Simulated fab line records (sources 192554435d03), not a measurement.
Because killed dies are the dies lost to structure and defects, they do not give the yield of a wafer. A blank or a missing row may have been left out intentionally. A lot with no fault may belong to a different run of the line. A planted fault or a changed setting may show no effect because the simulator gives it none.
Comparing a struck lot with a sound one / flow n5 finfet / 22 steps out of a route of 1938
Sound: wafers L320.1, L320.5, L320.6. The struck wafers were L317.3, L317.5, L317.6. At the end, the cause is stated.
Each step with rows lists, per side, the tool, then ch with its chambers, then its first start. Under that, the readings that differ: sound wafers / struck wafers / difference of the means / sigmas: that difference in standard deviations of wafers without a fault.
alike: readings whose means differ by less than 2 such deviations, and words and numbers that are the same on both sides. not compared: withheld readings, readings that some wafer has no value for, bounds like >300 that may hide the same value, and numbers for which the record gives no deviation and whose values overlap.
Wherever a step has rows on one side only, a row that says differs or no value, or a row with sigmas, the two part there. Non-overlapping numbers with no deviation appear without sigmas and do not part them. A reading that every wafer of one side lacks parts them only if that side has two wafers or more.

first, 1 step without rows for these wafers: N5_BEOL_M1_ANNEAL_87 (time 240 s).
N5_BEOL_M1_SPUTTER_88: material Cu, target thk 4.5 nm, time 8.29 s.
  sound on pvd sputter-01, day 12 05:20; struck on pvd sputter-02, day 11 22:29
reading=throttle valve pct (%); sound=31.8 31.8 29.2; struck=28.8 28.8 27.9; difference=-2.4; sigmas=-2
then, 4 steps without rows for these wafers: N5_BEOL_M1_ANNEAL_89 (time 240 s); N5_BEOL_M1_SPUTTER_90 (material Cu, target thk 4.5 nm, time 8.29 s); N5_BEOL_M1_ANNEAL_91 (time 240 s); N5_BEOL_M1_SPUTTER_92 (material Cu, target thk 4.5 nm, time 8.29 s).
N5_BEOL_M1_ANNEAL_93: time 240 s.
  sound on pvd sputter-01, day 12 05:51; struck on pvd sputter-02, day 11 23:01
  alike: heater power w
N5_BEOL_M1_SPUTTER_94: material Cu, target thk 4.5 nm, time 8.29 s.
  sound on pvd sputter-01, day 12 05:59; struck on pvd sputter-02, day 11 23:09
reading=throttle valve pct (%); sound=31.8 31.7 29.3; struck=29.0 29.0 28.0; difference=-2.3; sigmas=-2
then, 1 step without rows for these wafers: N5_BEOL_M1_ANNEAL_95 (time 240 s).
N5_BEOL_M1_SPUTTER_96: material Cu, target thk 4.5 nm, time 8.29 s.
  sound on pvd sputter-01, day 12 06:13; struck on pvd sputter-02, day 11 23:22
reading=throttle valve pct (%); sound=31.8 31.7 29.3; struck=29.1 28.9 28.2; difference=-2.2; sigmas=-2
then, 1 step without rows for these wafers: N5_BEOL_M1_ECD_50 (material Cu, target thk 300 nm).
N5_BEOL_M1_ANNEAL_51: time 90 s.
  sound on rtp anneal-01 ch 0, day 12 06:24; struck on rtp anneal-02 ch 0, day 11 23:40
  alike: wafer_temp_C_max
N5_BEOL_M1_CMP_52: polishes, stops on SiOC, t overpolish 6.8 s, target thk 40 nm.
  sound on cmp-03 ch 0,1, day 12 06:42; struck on cmp-01 ch 1,2,3, day 11 23:59
  no value came back on the struck wafers for any of 6 readings (barrier field endpoint s (s), clearing platen down force psi (psi) and others); on the sound wafers barrier field endpoint s (s) reads 24.3 25.5 25.3
reading=model.Cu_of_BEOL_M1_ECD_50.thk nm (nm); sound=39 41 41.6; struck=302.8 299 301.4; difference=+260.5; sigmas=
reading=model.SiO2_of_BEOL_M1_PECVD_72.thk nm (nm); sound=0 0 0; struck=15.8 15.6 15.8; difference=+15.7; sigmas=
N5_BEOL_M1_THK_MEAS_53: measures by xrf.
  sound on film metro-01, day 12 07:00; struck on film metro-02, day 12 00:10
reading=M1_THK (nm); sound=38.4 40.3 41.1; struck=304.7 299.9 304.2; difference=+263.0; sigmas=+99 or more
then, 4 steps without rows for these wafers: N5_BEOL_M1_PRE_CLEAN_60 (time 15 s); N5_BEOL_M1_CO_CAP_55 (material Co, precursor CCTBA/H2, target thk 2 nm, time 102.1 s); N5_BEOL_M1_PRE_CLEAN_56 (time 15 s); N5_BEOL_M1_DEP_57 (deposits SiCN from 3MS/NH3, target thk 8 nm, time 14 s).
N5_BEOL_M1_RS_MEAS_58: a four-point-probe measurement.
  sound on film metro-01, day 12 07:16; struck on film metro-02, day 12 00:25
reading=M1_RS (ohm/sq); sound=0.69 0.65 0.63; struck=0.06 0.06 0.06; difference=-0.60; sigmas=-15
N5_BEOL_M1_INSPECT_59: inspects for defects (darkfield).
  sound on defect inspect-02, day 12 07:17; struck on defect inspect-01, day 12 00:27
reading=raw defect count; sound=37 90 53; struck=1706 1586 1634; difference=+1582; sigmas=+72
N5_BEOL_M4_RC_MEAS_101:
  the record has rows for the sound wafers here (prober-02 ch 0, day 14 10:42) and none for the struck ones
-- the record jumps here: 6 days lie between the struck wafers' starts before and after (it left off in module BEOL_M4 and takes up again in module PASSIVATION, whose first step shown is number 1936 of the route) --
N5_PASSIVATION_PROBE_49:
  record: rows for the struck wafers here (prober-01, day 18 08:17), none for the sound ones

## WHERE THEY PART
First at N5_BEOL_M1_SPUTTER_88; last, within this record, at N5_PASSIVATION_PROBE_49.

WHY: what the simulator had put in
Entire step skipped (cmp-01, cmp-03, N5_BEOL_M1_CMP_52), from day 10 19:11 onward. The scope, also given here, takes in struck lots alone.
